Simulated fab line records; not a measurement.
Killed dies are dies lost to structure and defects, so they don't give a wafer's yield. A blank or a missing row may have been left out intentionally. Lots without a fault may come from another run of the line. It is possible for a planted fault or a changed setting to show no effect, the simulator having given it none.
Matching of chambers + flow nand harc + 4 sister chambers for NHARC_A_BLC_STRIP_29 on rie diel-03
The step strips in CF4. 8 wafers are shown with their chamber, then 12 later ones without.

== EACH WAFER AND ITS CHAMBER ==
| wafer  | chamber | drypump motor current A (A) | oes product au (a.u.) |
|--------|---------|-----------------------------|-----------------------|
| L084.2 | 0       | 5.7                         | 1.001                 |
| L083.2 | 2       | 5.9                         | 0.998                 |
| L086.4 | 2       | 5.9                         | 1.013                 |
| L087.1 | 0       | 5.7                         | 1.002                 |
| L087.6 | 1       | 6.7                         | 0.992                 |
| L089.2 | 3       | 6.2                         | 0.995                 |
| L089.4 | 1       | 6.6                         | 0.987                 |
| L089.5 | 3       | 6.2                         | 1.001                 |

== WAFERS MISSING THEIR CHAMBER ==
| wafer  | drypump motor current A (A) | oes product au (a.u.) |
|--------|-----------------------------|-----------------------|
| L091.2 | 6.6                         | 0.995                 |
| L091.3 | 5.9                         | 1.020                 |
| L091.6 | 5.7                         | 0.996                 |
| L094.1 | 5.7                         | 0.997                 |
| L094.4 | 6.2                         | 1.001                 |
| L094.5 | 5.7                         | 0.993                 |
| L095.1 | 5.7                         | 0.989                 |
| L095.4 | 5.9                         | 1.020                 |
| L095.5 | 5.7                         | 1.001                 |
| L097.1 | 5.7                         | 1.000                 |
| L097.3 | 5.9                         | 1.026                 |
| L097.4 | 5.9                         | 1.026                 |

== THE CHAMBER EACH PASSED THROUGH ==
| wafer  | from the rows above | in truth |
|--------|---------------------|----------|
| L091.2 | 1                   | 1        |
| L091.3 | 2                   | 2        |
| L091.6 | 0                   | 0        |
| L094.1 | 0                   | 0        |
| L094.4 | 3                   | 3        |
| L094.5 | 0                   | 0        |
| L095.1 | 0                   | 0        |
| L095.4 | 2                   | 2        |
| L095.5 | 0                   | 0        |
| L097.1 | 0                   | 0        |
| L097.3 | 2                   | 2        |
| L097.4 | 2                   | 2        |
Placed correctly: 12 of 12. Can't be placed from these rows: 0. Wrongly placed: 0.
How it was worked out, from the rows above alone: a wafer's distance from a chamber is the root of the sum, over the readings, of the square of ((its reading less the chamber's mean) divided by the reading's scatter). If the next closest chamber is less than 2 further off than the closest, the wafer can't be placed; otherwise it belongs to the closest. The mean given for a chamber averages the wafers shown for that chamber. The scatter: the root of (the sum of the squares of (reading less its chamber's mean) over the shown wafers, divided by (wafers less chambers)).
